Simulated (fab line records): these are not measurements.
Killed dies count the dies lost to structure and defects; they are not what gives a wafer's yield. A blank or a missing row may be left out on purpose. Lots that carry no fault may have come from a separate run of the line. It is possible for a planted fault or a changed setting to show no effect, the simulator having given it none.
Which of the tools did it? || flow nandHarc || Sampling: 13 lots, 39 wafers, 5 of 1159 route steps

## WHAT EACH GAUGE READ, for each wafer
NHARC_A_SLIT_CD_MEAS_21. Usual: cdNm 289.7 nm, standard deviation 0.77.
{"lot": "L879", "measured": "day 14 20:59", "on": "cdSem-01", "cdNm (nm)": "288.9 288.9 289.1", "flag": ""}
{"lot": "L880", "measured": "day 14 22:24", "on": "cdSem-02", "cdNm (nm)": "290.3 290.3 290.0", "flag": ""}
{"lot": "L883", "measured": "day 15 04:17", "on": "cdSem-02", "cdNm (nm)": "289.0 288.6 288.9", "flag": ""}
{"lot": "L881", "measured": "day 15 11:47", "on": "cdSem-02", "cdNm (nm)": "289.6 289.1 288.8", "flag": ""}
{"lot": "L886", "measured": "day 16 20:49", "on": "cdSem-02", "cdNm (nm)": "288.6 288.8 288.6", "flag": ""}
{"lot": "L885", "measured": "day 16 22:10", "on": "cdSem-03", "cdNm (nm)": "290.0 289.9 289.7", "flag": ""}
{"lot": "L892", "measured": "day 18 11:05", "on": "cdSem-01", "cdNm (nm)": "289.5 290.6 289.8", "flag": ""}
{"lot": "L893", "measured": "day 18 11:11", "on": "cdSem-02", "cdNm (nm)": "288.6 289.0 289.7", "flag": ""}
{"lot": "L894", "measured": "day 19 01:02", "on": "cdSem-02", "cdNm (nm)": "290.8 290.2 289.6", "flag": ""}
{"lot": "L898", "measured": "day 19 16:08", "on": "cdSem-03", "cdNm (nm)": "289.0 289.6 289.3", "flag": ""}
{"lot": "L897", "measured": "day 19 17:23", "on": "cdSem-02", "cdNm (nm)": "290.2 290.0 290.9", "flag": ""}
{"lot": "L900", "measured": "day 20 05:08", "on": "cdSem-01", "cdNm (nm)": "290.6 290.4 290.7", "flag": ""}
{"lot": "L899", "measured": "day 20 06:50", "on": "cdSem-01", "cdNm (nm)": "289.5 288.9 289.4", "flag": ""}

NHARC_END_SORT_01. Usual: killedAtArray 28, standard deviation 12; killedAtOther 0.8, standard deviation 1.1; killedAtPeriphery 3.6, standard deviation 2.3; killedDies 32, standard deviation 12; killedOpen 3.4, standard deviation 1.9; killedShort 2.0, standard deviation 1.3.
{"lot": "L879", "measured": "day 19 08:55", "on": "prober-02", "killedAtArray": "20 23 23", "killedAtOther": "0 0 0", "killedAtPeriphery": "2 6 8", "killedDies": "22 29 31", "killedOpen": "3 3 3", "killedShort": "0 1 2", "flag": ""}
{"lot": "L880", "measured": "day 19 16:44", "on": "prober-02", "killedAtArray": "26 28 29", "killedAtOther": "0 1 0", "killedAtPeriphery": "8 2 5", "killedDies": "34 31 34", "killedOpen": "2 3 3", "killedShort": "3 3 4", "flag": ""}
{"lot": "L883", "measured": "day 20 01:14", "on": "prober-02", "killedAtArray": "27 24 17", "killedAtOther": "0 0 0", "killedAtPeriphery": "2 3 3", "killedDies": "29 27 20", "killedOpen": "5 6 2", "killedShort": "0 3 2", "flag": ""}
{"lot": "L881", "measured": "day 20 09:02", "on": "prober-02", "killedAtArray": "9 13 13", "killedAtOther": "0 0 1", "killedAtPeriphery": "4 4 3", "killedDies": "13 17 17", "killedOpen": "5 5 5", "killedShort": "1 0 3", "flag": ""}
{"lot": "L886", "measured": "day 21 10:28", "on": "prober-02", "killedAtArray": "11 16 12", "killedAtOther": "3 1 1", "killedAtPeriphery": "7 6 6", "killedDies": "21 23 19", "killedOpen": "4 7 1", "killedShort": "2 4 5", "flag": ""}
{"lot": "L885", "measured": "day 21 02:41", "on": "prober-02", "killedAtArray": "28 36 37", "killedAtOther": "0 1 0", "killedAtPeriphery": "4 3 2", "killedDies": "32 40 39", "killedOpen": "5 0 4", "killedShort": "2 5 3", "flag": ""}
{"lot": "L892", "measured": "day 23 08:14", "on": "prober-01", "killedAtArray": "31 35 23", "killedAtOther": "0 0 0", "killedAtPeriphery": "0 2 4", "killedDies": "31 37 27", "killedOpen": "7 5 2", "killedShort": "4 1 3", "flag": ""}
{"lot": "L893", "measured": "day 23 08:17", "on": "prober-02", "killedAtArray": "53 33 42", "killedAtOther": "2 3 1", "killedAtPeriphery": "4 7 4", "killedDies": "59 43 47", "killedOpen": "3 3 4", "killedShort": "2 3 3", "flag": ""}
{"lot": "L894", "measured": "day 23 18:26", "on": "prober-01", "killedAtArray": "27 26 28", "killedAtOther": "3 3 3", "killedAtPeriphery": "6 3 1", "killedDies": "36 32 32", "killedOpen": "3 2 2", "killedShort": "2 2 4", "flag": ""}
{"lot": "L898", "measured": "day 24 15:35", "on": "prober-02", "killedAtArray": "21 20 24", "killedAtOther": "0 1 1", "killedAtPeriphery": "7 1 1", "killedDies": "28 22 26", "killedOpen": "5 2 1", "killedShort": "3 1 1", "flag": ""}
{"lot": "L897", "measured": "day 24 11:26", "on": "prober-01", "killedAtArray": "50 42 55", "killedAtOther": "0 0 0", "killedAtPeriphery": "1 3 2", "killedDies": "51 45 57", "killedOpen": "1 3 4", "killedShort": "2 0 1", "flag": ""}
{"lot": "L900", "measured": "day 25 05:55", "on": "prober-01", "killedAtArray": "44 32 34", "killedAtOther": "0 0 1", "killedAtPeriphery": "4 5 5", "killedDies": "48 37 40", "killedOpen": "1 5 4", "killedShort": "2 0 3", "flag": ""}
{"lot": "L899", "measured": "day 25 02:13", "on": "prober-02", "killedAtArray": "34 36 38", "killedAtOther": "1 1 1", "killedAtPeriphery": "3 5 4", "killedDies": "38 42 43", "killedOpen": "5 3 0", "killedShort": "2 1 3", "flag": ""}

## WHICH TOOL RAN EACH LOT (tool, then ch and the chambers of the sampled wafers, then the start)
{"lot": "L879", "NHARC_A_WL_FILL_ETCHBACK_05": "rieMetal-01 ch 0,1, day 15 09:52", "NHARC_A_WL_FILL_CMP_12": "cmp-03 ch 0,2,3, day 16 08:09", "NHARC_A_CONTACT_DEP_24": "pecvd-01 ch 0,1, day 16 08:40"}
{"lot": "L880", "NHARC_A_WL_FILL_ETCHBACK_05": "rieMetal-03 ch 0,1, day 15 12:41", "NHARC_A_WL_FILL_CMP_12": "cmp-02 ch 0,1,3, day 16 12:29", "NHARC_A_CONTACT_DEP_24": "pecvd-04 ch 0,2, day 16 13:01"}
{"lot": "L883", "NHARC_A_WL_FILL_ETCHBACK_05": "rieMetal-01 ch 1, day 15 20:47", "NHARC_A_WL_FILL_CMP_12": "cmp-02 ch 0,1,2, day 16 18:07", "NHARC_A_CONTACT_DEP_24": "pecvd-01 ch 0,1, day 16 18:56"}
{"lot": "L881", "NHARC_A_WL_FILL_ETCHBACK_05": "rieMetal-02 ch 0,1, day 16 01:04", "NHARC_A_WL_FILL_CMP_12": "cmp-02 ch 0,1,3, day 16 23:35", "NHARC_A_CONTACT_DEP_24": "pecvd-01 ch 1,2, day 17 00:11"}
{"lot": "L886", "NHARC_A_WL_FILL_ETCHBACK_05": "rieMetal-01 ch 0,1, day 17 09:10", "NHARC_A_WL_FILL_CMP_12": "cmp-04 ch 0,2,3, day 18 08:08", "NHARC_A_CONTACT_DEP_24": "pecvd-01 ch 0,1, day 18 08:38"}
{"lot": "L885", "NHARC_A_WL_FILL_ETCHBACK_05": "rieMetal-03 ch 0,1, day 17 12:02", "NHARC_A_WL_FILL_CMP_12": "cmp-02 ch 0,1, day 18 08:10", "NHARC_A_CONTACT_DEP_24": "pecvd-03 ch 1,2, day 18 08:44"}
{"lot": "L892", "NHARC_A_WL_FILL_ETCHBACK_05": "rieMetal-03 ch 0, day 18 23:27", "NHARC_A_WL_FILL_CMP_12": "cmp-04 ch 2,3, day 19 22:02", "NHARC_A_CONTACT_DEP_24": "pecvd-04 ch 0,1,2, day 19 22:43"}
{"lot": "L893", "NHARC_A_WL_FILL_ETCHBACK_05": "rieMetal-01 ch 0,1, day 18 23:17", "NHARC_A_WL_FILL_CMP_12": "cmp-03 ch 0,1,2, day 19 22:10", "NHARC_A_CONTACT_DEP_24": "pecvd-03 ch 1,2, day 19 22:44"}
{"lot": "L894", "NHARC_A_WL_FILL_ETCHBACK_05": "rieMetal-01 ch 0,1, day 19 13:17", "NHARC_A_WL_FILL_CMP_12": "cmp-02 ch 0,1,2, day 20 10:25", "NHARC_A_CONTACT_DEP_24": "pecvd-01 ch 0,1,2, day 20 11:03"}
{"lot": "L898", "NHARC_A_WL_FILL_ETCHBACK_05": "rieMetal-01 ch 0,1, day 20 04:25", "NHARC_A_WL_FILL_CMP_12": "cmp-02 ch 0,1,3, day 21 16:17", "NHARC_A_CONTACT_DEP_24": "pecvd-01 ch 0,1,2, day 21 16:49"}
{"lot": "L897", "NHARC_A_WL_FILL_ETCHBACK_05": "rieMetal-02 ch 0,1, day 20 04:35", "NHARC_A_WL_FILL_CMP_12": "cmp-02 ch 1,2,3, day 21 13:31", "NHARC_A_CONTACT_DEP_24": "pecvd-03 ch 0,1,2, day 21 14:01"}
{"lot": "L900", "NHARC_A_WL_FILL_ETCHBACK_05": "rieMetal-03 ch 0,1, day 20 20:10", "NHARC_A_WL_FILL_CMP_12": "cmp-04 ch 1,2, day 22 02:16", "NHARC_A_CONTACT_DEP_24": "pecvd-04 ch 0,1,2, day 22 02:53"}
{"lot": "L899", "NHARC_A_WL_FILL_ETCHBACK_05": "rieMetal-03 ch 0,1, day 20 22:58", "NHARC_A_WL_FILL_CMP_12": "cmp-04 ch 0,3, day 22 00:13", "NHARC_A_CONTACT_DEP_24": "pecvd-03 ch 0,1, day 22 00:47"}
- NHARC_A_WL_FILL_ETCHBACK_05: etches the open film in Cl2/BCl3, target depth 22 nm, time 60 s.
- NHARC_A_WL_FILL_CMP_12: polishes, t overpolish 30 s, target thk 75 nm.
- NHARC_A_CONTACT_DEP_24: deposits SiO2, target thk 500 nm.

## AS READ BY THE TOOLS THEMSELVES (means over the sampled wafers that have a number; for cases with no such wafer, the mark the record gives instead)
NHARC_A_WL_FILL_ETCHBACK_05. Usual: drypumpMotorCurrentA 5.9 A, standard deviation 0.57; oesProductAu 1.003 a.u., standard deviation 0.0067.
{"lot": "L879", "tool": "rieMetal-01", "drypumpMotorCurrentA (A)": 6.2, "oesProductAu (a.u.)": 1.008, "flag": ""}
{"lot": "L880", "tool": "rieMetal-03", "drypumpMotorCurrentA (A)": 6.2, "oesProductAu (a.u.)": 0.999, "flag": ""}
{"lot": "L883", "tool": "rieMetal-01", "drypumpMotorCurrentA (A)": 5.8, "oesProductAu (a.u.)": 1.007, "flag": ""}
{"lot": "L881", "tool": "rieMetal-02", "drypumpMotorCurrentA (A)": 5.4, "oesProductAu (a.u.)": 1.006, "flag": ""}
{"lot": "L886", "tool": "rieMetal-01", "drypumpMotorCurrentA (A)": 6.0, "oesProductAu (a.u.)": 1.002, "flag": ""}
{"lot": "L885", "tool": "rieMetal-03", "drypumpMotorCurrentA (A)": 6.1, "oesProductAu (a.u.)": 0.996, "flag": ""}
{"lot": "L892", "tool": "rieMetal-03", "drypumpMotorCurrentA (A)": 5.2, "oesProductAu (a.u.)": 0.997, "flag": ""}
{"lot": "L893", "tool": "rieMetal-01", "drypumpMotorCurrentA (A)": 6.0, "oesProductAu (a.u.)": 1.006, "flag": ""}
{"lot": "L894", "tool": "rieMetal-01", "drypumpMotorCurrentA (A)": 6.1, "oesProductAu (a.u.)": 1.004, "flag": ""}
{"lot": "L898", "tool": "rieMetal-01", "drypumpMotorCurrentA (A)": 6.1, "oesProductAu (a.u.)": 0.996, "flag": ""}
{"lot": "L897", "tool": "rieMetal-02", "drypumpMotorCurrentA (A)": 5.2, "oesProductAu (a.u.)": 1.005, "flag": ""}
{"lot": "L900", "tool": "rieMetal-03", "drypumpMotorCurrentA (A)": 5.7, "oesProductAu (a.u.)": 0.997, "flag": ""}
{"lot": "L899", "tool": "rieMetal-03", "drypumpMotorCurrentA (A)": 5.7, "oesProductAu (a.u.)": 0.998, "flag": ""}

NHARC_A_WL_FILL_CMP_12. Usual: motorCurrentA 11.6 A, standard deviation 1.5; overpolishRunS 29.999 s, standard deviation 0.0087; timeToEndpointS 15.2 s, standard deviation 1.8.
{"lot": "L879", "tool": "cmp-03", "motorCurrentA (A)": 13.0, "overpolishRunS (s)": 30.000, "timeToEndpointS (s)": 15.3, "flag": ""}
{"lot": "L880", "tool": "cmp-02", "motorCurrentA (A)": 11.4, "overpolishRunS (s)": 29.997, "timeToEndpointS (s)": 14.7, "flag": ""}
{"lot": "L883", "tool": "cmp-02", "motorCurrentA (A)": 11.6, "overpolishRunS (s)": 30.001, "timeToEndpointS (s)": 13.8, "flag": ""}
{"lot": "L881", "tool": "cmp-02", "motorCurrentA (A)": 11.5, "overpolishRunS (s)": 30.002, "timeToEndpointS (s)": 17.4, "flag": ""}
{"lot": "L886", "tool": "cmp-04", "motorCurrentA (A)": 11.4, "overpolishRunS (s)": 29.994, "timeToEndpointS (s)": 16.2, "flag": ""}
{"lot": "L885", "tool": "cmp-02", "motorCurrentA (A)": 11.0, "overpolishRunS (s)": 29.997, "timeToEndpointS (s)": 18.2, "flag": ""}
{"lot": "L892", "tool": "cmp-04", "motorCurrentA (A)": 12.1, "overpolishRunS (s)": 30.008, "timeToEndpointS (s)": 14.7, "flag": ""}
{"lot": "L893", "tool": "cmp-03", "motorCurrentA (A)": 12.9, "overpolishRunS (s)": 30.004, "timeToEndpointS (s)": 14.7, "flag": ""}
{"lot": "L894", "tool": "cmp-02", "motorCurrentA (A)": 11.5, "overpolishRunS (s)": 30.006, "timeToEndpointS (s)": 18.5, "flag": ""}
{"lot": "L898", "tool": "cmp-02", "motorCurrentA (A)": 11.8, "overpolishRunS (s)": 29.994, "timeToEndpointS (s)": 14.8, "flag": ""}
{"lot": "L897", "tool": "cmp-02", "motorCurrentA (A)": 11.6, "overpolishRunS (s)": 29.992, "timeToEndpointS (s)": 14.7, "flag": ""}
{"lot": "L900", "tool": "cmp-04", "motorCurrentA (A)": 12.6, "overpolishRunS (s)": 29.998, "timeToEndpointS (s)": 13.7, "flag": ""}
{"lot": "L899", "tool": "cmp-04", "motorCurrentA (A)": 10.0, "overpolishRunS (s)": 29.996, "timeToEndpointS (s)": 14.0, "flag": ""}

NHARC_A_CONTACT_DEP_24. Usual: heaterPowerW 572 W, standard deviation 110; susceptorTempC 399.99 C, standard deviation 0.2; throttleValvePct 15.7 %, standard deviation 0.65.
{"lot": "L879", "tool": "pecvd-01", "heaterPowerW (W)": 518, "susceptorTempC (C)": 399.86, "throttleValvePct (%)": 16.0, "flag": ""}
{"lot": "L880", "tool": "pecvd-04", "heaterPowerW (W)": 586, "susceptorTempC (C)": 399.79, "throttleValvePct (%)": 16.8, "flag": ""}
{"lot": "L883", "tool": "pecvd-01", "heaterPowerW (W)": 502, "susceptorTempC (C)": 399.91, "throttleValvePct (%)": 15.9, "flag": ""}
{"lot": "L881", "tool": "pecvd-01", "heaterPowerW (W)": 468, "susceptorTempC (C)": 399.94, "throttleValvePct (%)": 16.1, "flag": ""}
{"lot": "L886", "tool": "pecvd-01", "heaterPowerW (W)": 530, "susceptorTempC (C)": 400.19, "throttleValvePct (%)": 16.0, "flag": ""}
{"lot": "L885", "tool": "pecvd-03", "heaterPowerW (W)": 664, "susceptorTempC (C)": 400.17, "throttleValvePct (%)": 15.4, "flag": ""}
{"lot": "L892", "tool": "pecvd-04", "heaterPowerW (W)": 601, "susceptorTempC (C)": 400.13, "throttleValvePct (%)": 15.9, "flag": ""}
{"lot": "L893", "tool": "pecvd-03", "heaterPowerW (W)": 616, "susceptorTempC (C)": 400.00, "throttleValvePct (%)": 15.4, "flag": ""}
{"lot": "L894", "tool": "pecvd-01", "heaterPowerW (W)": 560, "susceptorTempC (C)": 399.65, "throttleValvePct (%)": 15.7, "flag": ""}
{"lot": "L898", "tool": "pecvd-01", "heaterPowerW (W)": 536, "susceptorTempC (C)": 400.05, "throttleValvePct (%)": 15.9, "flag": ""}
{"lot": "L897", "tool": "pecvd-03", "heaterPowerW (W)": 574, "susceptorTempC (C)": 400.17, "throttleValvePct (%)": 15.2, "flag": ""}
{"lot": "L900", "tool": "pecvd-04", "heaterPowerW (W)": 637, "susceptorTempC (C)": 400.06, "throttleValvePct (%)": 16.0, "flag": ""}
{"lot": "L899", "tool": "pecvd-03", "heaterPowerW (W)": 588, "susceptorTempC (C)": 399.81, "throttleValvePct (%)": 14.9, "flag": ""}

## THE ANSWER, worked out from the rows above alone
Rule: a lot is off if the mean of its wafers that have a number lies more than 3 standard deviations from the usual mean. Also off: a lot with no number at a reading for which 4 or more lots have one. The other lots that the step has rows for count as sound. Order of review: gauges by route order, followed by the tools' own readings, for which a lot's mean as printed above is used. The first step at which some lot is off is used, and at that step the reading that is off furthest; a lot without a number counts as furthest.
Across all readings shown, no lot is off: no conclusion can be drawn from this.

## WHAT THE SIMULATOR HAD INSERTED
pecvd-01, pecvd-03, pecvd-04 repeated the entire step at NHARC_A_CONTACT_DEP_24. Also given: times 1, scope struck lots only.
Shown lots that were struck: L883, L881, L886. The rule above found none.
